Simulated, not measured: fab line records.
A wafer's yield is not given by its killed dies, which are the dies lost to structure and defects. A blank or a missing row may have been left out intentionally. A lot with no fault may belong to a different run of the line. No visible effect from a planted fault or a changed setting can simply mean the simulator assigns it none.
fab line records | flow nand-harc | part 2 of 2: steps 5 to 6 of 6
record: lots: 22 | wafers: 66 | last-day: 33
route steps=1302 shown A_CHANNEL_HOLE_D1@488 A_CHANNEL_FILL_D1@506 A_DECK1_JOINT@518 A_CHANNEL_HOLE_D2@591 A_CHANNEL_FILL_D2@621
lots that met no fault: from a run of the same line without faults
start-h: hours from the record's opening day to when the first of the lot's shown wafers began | wait-h: time in hours since the lot's previous step | " repeats the value in the row above | L1.1+2: several wafers, shown together as one row | - no value present, or no start provided | * or withheld: withheld | < > ~ a bound
route shown NAME@n: names a module that has steps shown in the file, with the first one's number in the route | usual: average and standard deviation across the fault-free wafers | same: alike in all rows | chamber/n: place in a boat | sites: each site's reading | _std_site: standard deviation across them | _edge_site: outer sites' mean less inner sites' | radius-mm: for every site, how far away it sits from the centre of the wafer | mask NAME#n: copy n | behind: the tool/chamber that last shaped the wafer | hold: what put the lot on hold/how long, in hours/how the hold closed | device: transistor that didn't switch, given as n, p or np | end of line: at the end of the route, the tests of the same wafers | for a step that has no rows: nothing shown but its recipe | killed: count of dies lost to structure and defects at first sort (not the wafer's yield) | map: per-die view of a wafer (x killed, . not killed, _ where there is no die)
set.NAME: the setting that was run; set.NAME@STEP: the one run at that earlier step | model.NAME: the simulator's own value behind a step, which no gauge read
steps of the route over a sample of lots; a table a step, a row a wafer
services: from which hour (start-h, from the record's first day; less than 0 if before it) a tool's chamber was out of use, for how many hours, and why
== steps ==
step: NHARC_A_CHANNEL_HOLE_D2_ETCH_26
recipe: bias-v: 300 | source-w: 2000 | pressure-mtorr: 30 | time-s: 224.1 | ar-flow-sccm: 375 | c4f8-flow-sccm: 11.4 | o2-flow-sccm: 113.6 | temp-c: -20 | target-depth-a: 3000 | chemistry: C4F8/O2/Ar
usual: drypump-motor-current-A: 5.8/0.52 | o2-flow-sccm: 113.6/0.37 | showerhead-plenum-p-Torr: 3.73/0.16 | temp-c: -20.00/0.1 | throttle-valve-pct: 24.582/0.0097
lot.wafer | tool        | chamber | start-h | wait-h | drypump-motor-current-A | o2-flow-sccm | rf-hours-counter-h | showerhead-plenum-p-Torr | temp-c | throttle-valve-pct
L074.2    | har-etch-02 | 0       | 296.59  | 1.3    | 5.2                     | 113.6        | -                  | 3.41                     | -20.05 | 24.584
L074.3    | "           | 0       | "       | "      | 5.1                     | 113.4        | -                  | 3.41                     | -19.99 | 24.580
L074.6    | "           | 0       | "       | "      | 5.1                     | 113.6        | -                  | 3.41                     | -19.95 | 24.570
L075.2    | har-etch-01 | 0       | 307.40  | 0.6    | 5.7                     | 113.5        | 163                | 3.67                     | -19.97 | 24.589
L075.6    | "           | 1       | "       | "      | 6.1                     | 113.8        | -                  | 3.63                     | -19.98 | 24.576
L075.5    | "           | 0       | "       | "      | 5.7                     | 113.7        | -                  | 3.67                     | -19.98 | 24.604
L076.1    | har-etch-02 | 0       | 322.37  | 0.7    | 5.1                     | 113.4        | 372                | 3.99                     | -20.10 | 24.589
L076.4    | "           | 0       | "       | "      | 5.1                     | 113.3        | -                  | 3.99                     | -20.05 | 24.578
L076.3    | "           | 1       | "       | "      | 6.4                     | 113.4        | -                  | 3.78                     | -20.00 | 24.579
L077.1    | har-etch-01 | 1       | 322.55  | 0.6    | 6.1                     | 114.0        | 171                | 3.63                     | -20.00 | 24.577
L077.3    | "           | 0       | "       | "      | 5.8                     | 113.8        | -                  | 3.66                     | -19.95 | 24.597
L077.4    | "           | 1       | "       | "      | 6.1                     | 113.2        | -                  | 3.63                     | -19.96 | 24.565
L078.2    | har-etch-02 | 0       | 330.84  | 0.6    | 5.1                     | 113.7        | 375                | 3.99                     | -19.90 | 24.576
L078.3    | "           | 0       | "       | "      | 5.1                     | 113.4        | -                  | 3.99                     | -20.13 | 24.583
L078.6    | "           | 1       | "       | "      | 6.4                     | 113.5        | -                  | 3.77                     | -19.93 | 24.575
L079.2    | har-etch-01 | 0       | 343.03  | 0.6    | 5.7                     | 113.8        | 183                | 3.66                     | -20.17 | 24.581
L079.3    | "           | 1       | "       | "      | 6.1                     | 113.7        | -                  | 3.62                     | -20.13 | 24.568
L079.6    | "           | 1       | "       | "      | 6.1                     | 113.2        | -                  | 3.62                     | -20.06 | 24.585
L081.2    | har-etch-01 | 0       | 359.21  | 0.7    | 5.7                     | 113.6        | 190                | 3.65                     | -20.12 | 24.584
L081.1    | "           | 1       | "       | "      | 6.1                     | 113.6        | 190                | 3.62                     | -20.12 | 24.577
L081.6    | "           | 0       | "       | "      | 5.7                     | 114.2        | -                  | 3.65                     | -19.98 | 24.585
L080.4    | har-etch-02 | 1       | 361.05  | 0.4    | 6.4                     | 114.2        | -                  | 3.76                     | -19.90 | 24.586
L080.5    | "           | 0       | "       | "      | 5.1                     | 113.8        | -                  | 3.98                     | -19.86 | 24.587
L080.6    | "           | 1       | "       | "      | 6.4                     | 113.9        | -                  | 3.76                     | -19.91 | 24.600
L082.1    | har-etch-02 | 1       | 380.24  | 0.7    | 6.4                     | 113.7        | 398                | 3.76                     | -20.00 | 24.575
L082.4    | "           | 0       | "       | "      | 5.1                     | 114.4        | -                  | 3.97                     | -19.88 | 24.578
L082.6    | "           | 1       | "       | "      | 6.4                     | 113.4        | -                  | 3.76                     | -20.07 | 24.581
L084.2    | har-etch-02 | 1       | 405.94  | 0.7    | 6.4                     | 113.8        | 4                  | 3.75                     | -19.95 | 24.571
L084.1    | "           | 0       | "       | "      | 5.2                     | 113.4        | 4                  | 3.97                     | -19.86 | 24.567
L084.6    | "           | 0       | "       | "      | 5.1                     | 113.6        | -                  | 3.97                     | -19.92 | 24.590
L083.1    | har-etch-01 | 0       | 408.70  | 0.7    | 5.7                     | 113.4        | 221                | 3.63                     | -19.93 | 24.584
L083.4    | "           | 0       | "       | "      | 5.7                     | 113.0        | -                  | 3.64                     | -19.98 | 24.583
L083.6    | "           | 1       | "       | "      | 6.1                     | 113.3        | -                  | 3.60                     | -20.03 | 24.565
L085.1    | har-etch-02 | 1       | 415.32  | 0.7    | 6.4                     | 113.6        | 11                 | 3.75                     | -19.97 | 24.575
L085.2    | "           | 0       | "       | "      | 5.1                     | 113.1        | 11                 | 3.96                     | -19.83 | 24.589
L085.6    | "           | 0       | "       | "      | 5.1                     | 112.9        | -                  | 3.96                     | -19.98 | 24.609
L086.2    | har-etch-02 | 1       | 426.58  | 0.7    | 6.4                     | 113.8        | 19                 | 3.75                     | -20.02 | 24.574
L086.3    | "           | 1       | "       | "      | 6.4                     | 113.9        | -                  | 3.75                     | -19.81 | 24.594
L086.5    | "           | 1       | "       | "      | 6.4                     | 113.6        | -                  | 3.75                     | -20.05 | 24.554
L089.4    | har-etch-02 | 0       | 450.09  | 0.4    | 5.1                     | 113.8        | -                  | 3.95                     | -20.22 | 24.573
L089.5    | "           | 1       | "       | "      | 6.4                     | 113.2        | -                  | 3.74                     | -19.81 | 24.574
L089.6    | "           | 0       | "       | "      | 5.1                     | 113.6        | -                  | 3.95                     | -20.04 | 24.602
L088.1    | har-etch-01 | 0       | 452.36  | 0.6    | 5.7                     | 114.1        | 251                | 3.62                     | -19.97 | 24.591
L088.4    | "           | 1       | "       | "      | 6.1                     | 113.8        | -                  | 3.58                     | -19.98 | 24.588
L088.3    | "           | 0       | "       | "      | 5.7                     | 113.5        | -                  | 3.62                     | -20.18 | 24.579
L091.1    | har-etch-02 | 1       | 470.86  | 0.6    | 6.4                     | 113.2        | 46                 | 3.73                     | -20.07 | 24.578
L091.4    | "           | 1       | "       | "      | 6.4                     | 113.6        | -                  | 3.73                     | -19.93 | 24.565
L091.5    | "           | 0       | "       | "      | 5.1                     | 113.3        | -                  | 3.94                     | -19.97 | 24.571
L092.3    | har-etch-02 | 1       | 481.37  | 0.5    | 6.4                     | 113.3        | -                  | 3.73                     | -19.91 | 24.570
L092.4    | "           | 0       | "       | "      | 5.1                     | 113.0        | -                  | 3.94                     | -19.91 | 24.582
L092.6    | "           | 0       | "       | "      | 5.1                     | 113.6        | -                  | 3.94                     | -20.10 | 24.590
L093.2    | har-etch-02 | 0       | 485.48  | 0.6    | 5.1                     | 113.9        | 54                 | 3.94                     | -20.00 | 24.589
L093.4    | "           | 1       | "       | "      | 6.4                     | 113.6        | -                  | 3.73                     | -19.85 | 24.581
L093.5    | "           | 0       | "       | "      | 5.1                     | 113.8        | -                  | 3.94                     | -19.98 | 24.567
L095.2    | har-etch-02 | 0       | 503.81  | 0.6    | 5.1                     | 113.2        | 65                 | 3.93                     | -19.73 | 24.586
L095.4    | "           | 1       | "       | "      | 6.4                     | 113.6        | -                  | 3.72                     | -20.08 | 24.594
L095.3    | "           | 0       | "       | "      | 5.1                     | 113.1        | -                  | 3.93                     | -20.01 | 24.578
L094.4    | har-etch-01 | 1       | 505.95  | 0.4    | 6.2                     | 113.4        | -                  | 3.57                     | -19.90 | 24.571
L094.6    | "           | 0       | "       | "      | 5.7                     | 113.7        | -                  | 3.60                     | -20.16 | 24.589
L094.5    | "           | 1       | "       | "      | 6.1                     | 113.3        | -                  | 3.57                     | -20.06 | 24.571
L096.4    | har-etch-02 | 0       | 518.90  | 0.4    | 5.1                     | 113.4        | -                  | 3.92                     | -20.12 | 24.571
L096.5    | "           | 1       | "       | "      | 6.4                     | 113.8        | -                  | 3.71                     | -19.97 | 24.585
L096.6    | "           | 0       | "       | "      | 5.1                     | 112.8        | -                  | 3.92                     | -20.12 | 24.581
L097.3    | har-etch-01 | 0       | 535.73  | 0.5    | 5.7                     | 113.4        | -                  | 3.59                     | -20.17 | 24.577
L097.4    | "           | 1       | "       | "      | 6.1                     | 113.0        | -                  | 3.56                     | -19.95 | 24.588
L097.5    | "           | 1       | "       | "      | 6.1                     | 113.7        | -                  | 3.56                     | -20.15 | 24.569
step: NHARC_A_CHANNEL_FILL_D2_STRIP_28
recipe: time-s: 20 | o2-flow-sccm: 500 | ar-flow-sccm: 0 | bias-w: 0 | chemistry: O2
usual: drypump-motor-current-A: 5.9/0.35 | o2-flow-sccm: 499.8/1.4 | oes-product-au: 0.998/0.014 | rf-vpp-V: 57.7/0.88 | showerhead-plenum-p-Torr: 3.52/0.14 | throttle-valve-pct: 17.037/0.0087
lot.wafer | tool        | chamber | start-h | wait-h | drypump-motor-current-A | o2-flow-sccm | oes-product-au | rf-hours-counter-h | rf-vpp-V | showerhead-plenum-p-Torr | throttle-valve-pct
L074.3    | rie-diel-11 | 1       | 328.69  | 0.1    | 6.2                     | 500.6        | 1.010          | 3                  | 58.2     | 3.39                     | 17.037
L074.2    | "           | 2       | "       | "      | 6.5                     | 498.5        | 0.986          | 2                  | 56.7     | 3.73                     | 17.040
L074.6    | "           | 0       | "       | "      | 6.0                     | 497.3        | 0.989          | -                  | 58.0     | 3.33                     | 17.050
L075.2    | rie-diel-11 | 1       | 335.36  | 0.1    | 6.3                     | 499.2        | 1.018          | 3                  | 56.6     | 3.39                     | 17.036
L075.5    | "           | 2       | "       | "      | 6.5                     | 499.7        | 0.986          | -                  | 58.1     | 3.73                     | 17.033
L075.6    | "           | 3       | "       | "      | 5.7                     | 499.1        | 0.990          | -                  | 58.4     | 3.70                     | 17.022
L076.4    | rie-diel-01 | 2       | 349.41  | 0.1    | 5.8                     | 502.6        | 1.020          | 4                  | 56.6     | 3.62                     | 17.026
L076.1    | "           | 0       | "       | "      | 5.5                     | 500.6        | 1.022          | 4                  | 56.1     | 3.31                     | 17.053
L076.3    | "           | 1       | "       | "      | 6.1                     | 501.7        | 1.018          | 4                  | 58.0     | 3.62                     | 17.044
L077.4    | rie-diel-11 | 2       | 349.43  | 0.1    | 6.5                     | 498.9        | 0.982          | 3                  | 58.0     | 3.73                     | 17.037
L077.1    | "           | 3       | "       | "      | 5.6                     | 500.7        | 0.989          | 3                  | 58.9     | 3.70                     | 17.036
L077.3    | "           | 0       | "       | "      | 5.9                     | 499.1        | 0.991          | 3                  | 57.5     | 3.33                     | 17.049
L078.3    | rie-diel-07 | 1       | 357.21  | 0.1    | 5.6                     | 495.9        | 0.995          | 12                 | 57.7     | 3.52                     | 17.048
L078.2    | "           | 3       | "       | "      | 6.1                     | 500.0        | 0.979          | 10                 | 57.5     | 3.32                     | 17.019
L078.6    | "           | 2       | "       | "      | 5.9                     | 499.8        | 0.973          | -                  | 57.9     | 3.53                     | 17.038
L079.2    | rie-diel-07 | 0       | 368.90  | 0.1    | 6.6                     | 500.1        | 0.987          | 14                 | 56.6     | 3.40                     | 17.040
L079.3    | "           | 1       | "       | "      | 5.5                     | 499.2        | 1.014          | 14                 | 58.7     | 3.52                     | 17.046
L079.6    | "           | 0       | "       | "      | 6.6                     | 502.1        | 0.991          | -                  | 58.7     | 3.40                     | 17.028
L081.1    | rie-diel-11 | 0       | 385.64  | 0.1    | 6.0                     | 500.2        | 0.993          | 4                  | 57.1     | 3.32                     | 17.044
L081.2    | "           | 3       | "       | "      | 5.7                     | 500.1        | 0.986          | 4                  | 58.6     | 3.70                     | 17.046
L081.6    | "           | 0       | "       | "      | 5.9                     | 500.2        | 1.000          | -                  | 56.1     | 3.32                     | 17.044
L080.4    | rie-diel-07 | 2       | 385.67  | 0.1    | 6.0                     | 499.5        | 0.976          | 15                 | 56.4     | 3.52                     | 17.033
L080.6    | "           | 0       | "       | "      | 6.6                     | 499.2        | 0.986          | -                  | 56.9     | 3.40                     | 17.045
L080.5    | "           | 1       | "       | "      | 5.6                     | 498.0        | 0.990          | -                  | 58.9     | 3.52                     | 17.041
L082.1    | rie-diel-01 | 3       | 407.08  | 0.1    | 5.4                     | 500.9        | 0.992          | 0                  | 58.5     | 3.53                     | 17.043
L082.4    | "           | 0       | "       | "      | 5.5                     | 501.7        | 1.007          | 0                  | 58.1     | 3.31                     | 17.024
L082.6    | "           | 2       | "       | "      | 5.8                     | 498.6        | 1.012          | -                  | 58.3     | 3.62                     | 17.042
L084.2    | rie-diel-01 | 1       | 435.20  | 0.1    | 6.1                     | 498.7        | 1.008          | 1                  | 58.6     | 3.62                     | 17.047
L084.1    | "           | 3       | "       | "      | 5.4                     | 503.0        | 0.992          | 1                  | 57.8     | 3.53                     | 17.044
L084.6    | "           | 2       | "       | "      | 5.8                     | 499.6        | 1.022          | -                  | 58.3     | 3.62                     | 17.041
L083.4    | rie-diel-01 | 3       | 435.22  | 0.1    | 5.4                     | 498.4        | 0.997          | 1                  | 57.6     | 3.53                     | 17.025
L083.1    | "           | 0       | "       | "      | 5.4                     | 499.8        | 0.997          | 1                  | 58.8     | 3.31                     | 17.035
L083.6    | "           | 1       | "       | "      | 6.1                     | 499.6        | 0.995          | -                  | 56.5     | 3.62                     | 17.037
L085.2    | rie-diel-07 | 0       | 443.35  | 0.1    | 6.6                     | 499.5        | 1.002          | 28                 | 59.1     | 3.39                     | 17.040
L085.1    | "           | 1       | "       | "      | 5.6                     | 499.3        | 1.000          | 29                 | 56.8     | 3.51                     | 17.037
L085.6    | "           | 0       | "       | "      | 6.6                     | 500.8        | 0.992          | -                  | 56.9     | 3.39                     | 17.028
L086.3    | rie-diel-07 | 2       | 452.89  | 0.1    | 5.9                     | 498.9        | 0.983          | 30                 | 59.1     | 3.52                     | 17.034
L086.2    | "           | 3       | "       | "      | 6.1                     | 498.1        | 0.980          | 25                 | 58.1     | 3.31                     | 17.040
L086.5    | "           | 3       | "       | "      | 6.1                     | 500.0        | 0.976          | -                  | 57.1     | 3.31                     | 17.038
L089.4    | rie-diel-11 | 3       | 474.59  | 0.1    | 5.7                     | 503.7        | 0.983          | 1                  | 57.8     | 3.70                     | 17.035
L089.5    | "           | 3       | "       | "      | 5.7                     | 500.7        | 0.982          | -                  | 57.5     | 3.70                     | 17.035
L089.6    | "           | 0       | "       | "      | 5.9                     | 499.0        | 0.987          | -                  | 58.1     | 3.32                     | 17.035
L088.4    | rie-diel-11 | 2       | 478.86  | 0.1    | 6.5                     | 500.6        | 0.979          | 1                  | 58.6     | 3.73                     | 17.036
L088.1    | "           | 3       | "       | "      | 5.7                     | 500.2        | 0.986          | 1                  | 57.6     | 3.70                     | 17.031
L088.3    | "           | 0       | "       | "      | 5.9                     | 499.7        | 0.977          | 1                  | 56.9     | 3.32                     | 17.034
L091.1    | rie-diel-01 | 2       | 497.51  | 0.1    | 5.8                     | 501.6        | 1.014          | 3                  | 57.2     | 3.62                     | 17.025
L091.5    | "           | 2       | "       | "      | 5.8                     | 500.0        | 1.019          | -                  | 58.9     | 3.62                     | 17.037
L091.4    | "           | 1       | "       | "      | 6.1                     | 499.4        | 1.009          | -                  | 57.8     | 3.62                     | 17.032
L092.3    | rie-diel-01 | 3       | 508.42  | 0.1    | 5.4                     | 501.4        | 1.009          | 4                  | 58.3     | 3.53                     | 17.038
L092.4    | "           | 1       | "       | "      | 6.1                     | 495.9        | 1.006          | -                  | 58.1     | 3.62                     | 17.039
L092.6    | "           | 2       | "       | "      | 5.8                     | 498.3        | 1.022          | -                  | 59.0     | 3.62                     | 17.038
L093.2    | rie-diel-01 | 1       | 516.91  | 0.1    | 6.1                     | 499.6        | 1.004          | 4                  | 57.9     | 3.62                     | 17.031
L093.4    | "           | 0       | "       | "      | 5.4                     | 500.1        | 1.005          | 2                  | 56.2     | 3.31                     | 17.030
L093.5    | "           | 2       | "       | "      | 5.8                     | 500.0        | 1.017          | -                  | 57.9     | 3.62                     | 17.039
L095.4    | rie-diel-11 | 1       | 530.64  | 0.1    | 6.3                     | 498.2        | 1.013          | 2                  | 55.8     | 3.39                     | 17.044
L095.2    | "           | 2       | "       | "      | 6.6                     | 496.9        | 0.985          | 3                  | 58.6     | 3.73                     | 17.046
L095.3    | "           | 3       | "       | "      | 5.6                     | 499.7        | 0.984          | 3                  | 57.8     | 3.70                     | 17.027
L094.4    | rie-diel-01 | 2       | 530.65  | 0.1    | 5.8                     | 499.0        | 1.014          | 4                  | 57.5     | 3.62                     | 17.052
L094.6    | "           | 0       | "       | "      | 5.5                     | 499.4        | 1.016          | -                  | 57.3     | 3.31                     | 17.022
L094.5    | "           | 1       | "       | "      | 6.1                     | 502.0        | 1.019          | -                  | 56.9     | 3.61                     | 17.029
L096.4    | rie-diel-01 | 3       | 545.27  | 0.1    | 5.4                     | 499.6        | 0.996          | 4                  | 58.0     | 3.53                     | 17.027
L096.6    | "           | 1       | "       | "      | 6.2                     | 500.0        | 1.027          | -                  | 57.4     | 3.62                     | 17.053
L096.5    | "           | 2       | "       | "      | 5.8                     | 498.0        | 1.029          | -                  | 60.2     | 3.62                     | 17.035
L097.3    | rie-diel-11 | 3       | 562.76  | 0.1    | 5.7                     | 499.4        | 0.993          | 3                  | 57.7     | 3.70                     | 17.031
L097.4    | "           | 0       | "       | "      | 5.9                     | 500.8        | 1.001          | 3                  | 57.3     | 3.32                     | 17.032
L097.5    | "           | 0       | "       | "      | 6.0                     | 499.2        | 1.002          | -                  | 58.4     | 3.32                     | 17.039
== services ==
tool        | chamber | start-h | hours | kind
rie-diel-11 | 3       | 195.82  | 24.4  | repair
rie-si-05   | 3       | 199.36  | 3.3   | repair
rie-diel-01 | -       | 203.82  | 9.0   | pm
rie-si-05   | 1       | 222.47  | 3.8   | repair
rie-diel-11 | -       | 255.50  | 9.0   | pm
rie-diel-01 | 0       | 283.83  | 6.9   | repair
rie-si-05   | -       | 305.00  | 9.0   | pm
rie-si-05   | 3       | 321.98  | 15.2  | repair
rie-diel-01 | 2       | 328.11  | 8.5   | repair
rie-diel-11 | 3       | 341.57  | 1.4   | repair
rie-si-05   | -       | 356.64  | 0.4   | repair
rie-diel-01 | 0       | 369.77  | 3.5   | repair
rie-si-05   | -       | 372.78  | 0.5   | repair
xsem-01     | -       | 374.00  | 14.0  | pm
rie-diel-01 | 1       | 375.26  | 9.3   | repair
har-etch-02 | -       | 380.63  | 17.0  | pm
rie-diel-01 | -       | 380.82  | 9.0   | pm
rie-diel-11 | 2       | 409.93  | 19.0  | repair
rie-diel-01 | 0       | 470.10  | 40.5  | repair
rie-si-05   | 1       | 476.07  | 11.7  | repair
rie-si-05   | -       | 482.00  | 9.0   | pm
rie-diel-01 | 3       | 485.95  | 1.5   | repair
rie-diel-01 | 0       | 539.28  | 3.0   | repair
rie-diel-01 | -       | 557.82  | 9.0   | pm
